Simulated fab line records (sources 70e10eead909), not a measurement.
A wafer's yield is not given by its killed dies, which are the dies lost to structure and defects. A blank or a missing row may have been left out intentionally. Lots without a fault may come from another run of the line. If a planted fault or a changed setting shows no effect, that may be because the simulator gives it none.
Struck lot and sound lot, side by side :: flow nand_harc :: 23 steps out of a route of 1159
Sound: the wafers L973.1, L973.3, L973.6. Struck: wafers L980.1, L980.4, L980.5. The cause is given at the end.
At each step with rows: each side's tool, then ch and its chambers, then its first start. Under that, the readings that differ: sound wafers :: struck wafers :: difference of the means :: sigmas: that difference in standard deviations of wafers without a fault.
alike: a reading whose means differ by less than 2 such deviations, as well as words and numbers matching on both sides. not compared: withheld readings; readings where some wafer has no value; bounds like >300 that might hide an equal value; numbers whose values overlap and for which the record gives no deviation.
The two part at a step that has a row with sigmas, a row that says differs or no value, or rows on one side only. Numbers that don't overlap but have no deviation are shown without sigmas and don't part them. Lack of a reading on every wafer of one side parts them only where that side has two or more wafers.

NHARC_P_M0_INSPECT_27:
  struck on defect_inspect-01, day 7 18:14; sound on defect_inspect-01, day 6 00:11
  alike: raw_defect_count
NHARC_P_M0_PRE_CLEAN_31: time 12 s.
  sound on pecvd-02 ch 0,1,2, day 6 00:16; struck on pecvd-03 ch 1,2, day 7 18:17
  alike: heater_power_w
NHARC_P_M0_DEP_32: deposits SiCN, target thk 30 nm.
  sound on pecvd-02 ch 0,1,2, day 6 00:22; struck on pecvd-03 ch 1,2, day 7 18:22
  alike: heater_power_w
then, 8 steps without rows for these wafers: NHARC_P_M1_DEP_00 (deposits SiOC, target thk 182.5 nm); NHARC_P_M1_DEHYDRATE_01 (time 120 s); NHARC_P_M1_HMDS_02 (time 30 s); NHARC_P_M1_COAT_34 (time 65 s); NHARC_P_M1_COAT_03 (resist thk 90 nm); NHARC_P_M1_SOFTBAKE_04 (time 55 s); NHARC_P_M1_EBR_05; NHARC_P_M1_EXPOSE_06 (exposes mask P M1, target cd 130 nm).
NHARC_P_M1_PEB_07: peb time 65 s.
  sound on litho_track-01 ch 0, day 6 01:28; struck on litho_track-01 ch 0, day 7 19:33
reading: heater_power_total_W (W)
sound: 155.9 156.0 156.0
struck: 254.7 253.7 253.8
difference: +98.1
sigmas: +99 or more
  alike: chill_plate_temp_C
then, 1 step without rows for these wafers: NHARC_P_M1_DEVELOP_08 (develop time 35 s).
NHARC_P_M1_CD_MEAS_09: the cd target is 130 nm.
  sound on cd_sem-03 ch 0, day 6 01:33; struck on cd_sem-01 ch 0, day 7 19:38
reading: cd_nm (nm)
sound: 129.9 130.3 129.6
struck: 93.6 93.3 93.9
difference: -36.3
sigmas: -87
NHARC_P_M1_OVL_MEAS_10: pitch 260 nm.
  struck on overlay-01, day 7 19:43; sound on overlay-02, day 6 01:38
  alike: overlay_x_nm, overlay_y_nm
NHARC_P_M1_INSPECT_11:
  struck on defect_inspect-02, day 7 19:45; sound on defect_inspect-02, day 6 01:41
  alike: raw_defect_count
NHARC_P_M1_DESCUM_14: chemistry O2, time 3 s.
  sound on rie_diel-05 ch 0,1, day 6 01:45; struck on rie_diel-10 ch 1,2, day 7 19:49
reading: drypump_motor_current_A (A)
sound: 6.5 6.1 6.5
struck: 4.8 5.7 5.7
difference: -1.0
sigmas: -2

reading: mfc_ar_sccm (sccm)
sound: 0 0 0
struck: 0.003 0.045 0.045
difference: +0.031
sigmas: +2

reading: showerhead_plenum_p_Torr (Torr)
sound: 2.06 1.83 2.06
struck: 1.80 1.80 1.80
difference: -0.18
sigmas: -2

reading: model.P_M1.cd_nm (nm)
sound: 129.9 130.3 129.6
struck: 93.9 93.09 93.72
difference: -36.4
sigmas: 
  alike: oes_product_au, rf_vpp_V, throttle_valve_pct
  not compared: rf_hours_counter_h
NHARC_P_M1_ETCH_35: etches the open film in N2/H2, target depth 40 nm, overetch 12 nm, time 43.94 s.
  sound on rie_diel-05 ch 0,2, day 6 01:50; struck on rie_diel-10 ch 0,2,3, day 7 19:54
reading: oes_product_au (a.u.)
sound: 1.008 1.018 1.022
struck: 1.004 0.985 0.991
difference: -0.023
sigmas: -3
  alike: bias_w, drypump_motor_current_A, mfc_ar_sccm, rf_vpp_V, showerhead_plenum_p_Torr, throttle_valve_pct
  not compared: rf_hours_counter_h
NHARC_P_M1_ETCH_15: etches the open film in C4F8/Ar, target depth 182.5 nm, time 91.2 s.
  sound: rie_diel-05 ch 1,3; struck: rie_diel-10 ch 0,2,3
  alike: bias_w, oes_product_au, rf_vpp_V
  not compared: rf_hours_counter_h
NHARC_P_M1_CD_MEAS_16:
  struck on cd_sem-03, day 7 20:07; sound on cd_sem-01, day 6 02:03
reading: cd_nm (nm)
sound: 130.2 129.8 129.5
struck: 93.7 92.7 93.5
difference: -36.5
sigmas: -61
NHARC_P_M1_STRIP_18: strips in N2/H2.
  sound on rie_diel-10 ch 0,2,3, day 6 02:08; struck on rie_diel-02 ch 0,1,3, day 7 20:13
  alike: drypump_motor_current_A, mfc_ar_sccm, oes_product_au, rf_vpp_V, showerhead_plenum_p_Torr, throttle_valve_pct
  not compared: rf_hours_counter_h
NHARC_P_M1_ETCH_28: etches the open film in CF4/N2, target depth 30 nm, time 72.99 s.
  sound: rie_diel-10 ch 2,3; struck: rie_diel-02 ch 0,3
reading: model.P_M1.cd_nm (nm)
sound: 129.8 129.6 130.2
struck: 93.73 92.72 93.48
difference: -36.56
sigmas: 
  alike: bias_w, drypump_motor_current_A, mfc_ar_sccm, oes_product_au, rf_vpp_V, showerhead_plenum_p_Torr, throttle_valve_pct
  not compared: rf_hours_counter_h
then, 1 step without rows for these wafers: NHARC_P_M1_STRIP_19 (strips in post etch residue remover, time 600 s).

WHERE THEY PART
Earliest at NHARC_P_M1_PEB_07; latest, in this record, at NHARC_P_M1_CD_MEAS_16. Later steps at which nothing parts them and some readings are alike: NHARC_P_M1_STRIP_18, NHARC_P_M1_ETCH_28.

WHY: what had been put in by the simulator
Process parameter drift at NHARC_P_M1_PEB_07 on litho_track-01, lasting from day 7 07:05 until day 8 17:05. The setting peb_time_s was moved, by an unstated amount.
